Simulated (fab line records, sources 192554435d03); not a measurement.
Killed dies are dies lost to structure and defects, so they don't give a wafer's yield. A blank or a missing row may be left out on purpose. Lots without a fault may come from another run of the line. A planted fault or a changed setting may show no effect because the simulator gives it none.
Chamber matching | flow n5_finfet | N5_BEOL_M3_DESCUM_16 on rie_diel-06: 4 sister chambers
The step chemistry O2, time 7 s. 18 wafers are shown with their chamber, then 9 later ones without.

WAFERS WITH THEIR CHAMBER
wafer  | chamber | showerhead_plenum_p_Torr (Torr) | throttle_valve_pct (%) | drypump_motor_current_A (A)
L074.2 | 3       | 2.05                            | 20.40                  | 5.8
L074.3 | 0       | 2.09                            | 20.30                  | 5.5
L074.5 | 2       | 1.96                            | 20.58                  | 5.8
L078.1 | 0       | 2.09                            | 20.33                  | 5.5
L078.3 | 1       | 2.11                            | 20.39                  | 5.4
L078.6 | 3       | 2.05                            | 20.40                  | 5.8
L082.2 | 1       | 2.11                            | 20.40                  | 5.3
L082.4 | 3       | 2.05                            | 20.41                  | 5.8
L082.5 | 0       | 2.08                            | 20.31                  | 5.5
L084.1 | 2       | 1.96                            | 20.60                  | 5.9
L084.4 | 1       | 2.11                            | 20.40                  | 5.4
L084.6 | 3       | 2.05                            | 20.41                  | 5.8
L087.1 | 0       | 2.08                            | 20.32                  | 5.5
L087.2 | 2       | 1.96                            | 20.61                  | 5.9
L087.4 | 0       | 2.08                            | 20.33                  | 5.5
L089.1 | 0       | 2.08                            | 20.33                  | 5.5
L089.2 | 1       | 2.11                            | 20.42                  | 5.4
L089.6 | 2       | 1.95                            | 20.61                  | 5.8

SIGNATURES (means of the wafers above)
reading                  | chamber 0 | chamber 1 | chamber 2 | chamber 3 | scatter within a chamber
showerhead_plenum_p_Torr | 2.0833    | 2.1100    | 1.9575    | 2.0500    | 0.00386
throttle_valve_pct       | 20.3200   | 20.4025   | 20.6000   | 20.4050   | 0.0119
drypump_motor_current_A  | 5.500     | 5.375     | 5.850     | 5.800     | 0.0354
Rule: a wafer's distance from a chamber is the root of the sum, over the readings, of the square of ((its reading less the chamber's mean) divided by the reading's scatter). The wafer belongs to the nearest chamber; if the next one is less than 2 further off, it can't be placed. The scatter: the root of (the sum of the squares of (reading less its chamber's mean) over the shown wafers, divided by (wafers less chambers)).

WAFERS WITHOUT THEIR CHAMBER
wafer  | showerhead_plenum_p_Torr (Torr) | throttle_valve_pct (%) | drypump_motor_current_A (A)
L091.1 | 2.04                            | 20.44                  | 5.8
L091.4 | 2.11                            | 20.43                  | 5.4
L091.5 | 1.95                            | 20.63                  | 5.9
L092.1 | 2.11                            | 20.44                  | 5.4
L092.3 | 1.95                            | 20.64                  | 5.9
L092.5 | 1.95                            | 20.61                  | 5.8
L095.2 | 2.04                            | 20.46                  | 5.8
L095.4 | 2.07                            | 20.35                  | 5.5
L095.5 | 2.07                            | 20.35                  | 5.5

WHICH CHAMBER EACH WENT THROUGH
wafer  | from the rows above | in truth
L091.1 | 3                   | 3
L091.4 | 1                   | 1
L091.5 | 2                   | 2
L092.1 | 1                   | 1
L092.3 | 2                   | 2
L092.5 | 2                   | 2
L095.2 | 3                   | 3
L095.4 | 0                   | 0
L095.5 | 0                   | 0
Placed correctly: 9 of 9. Can't be placed from these rows: 0. Placed wrongly: 0.
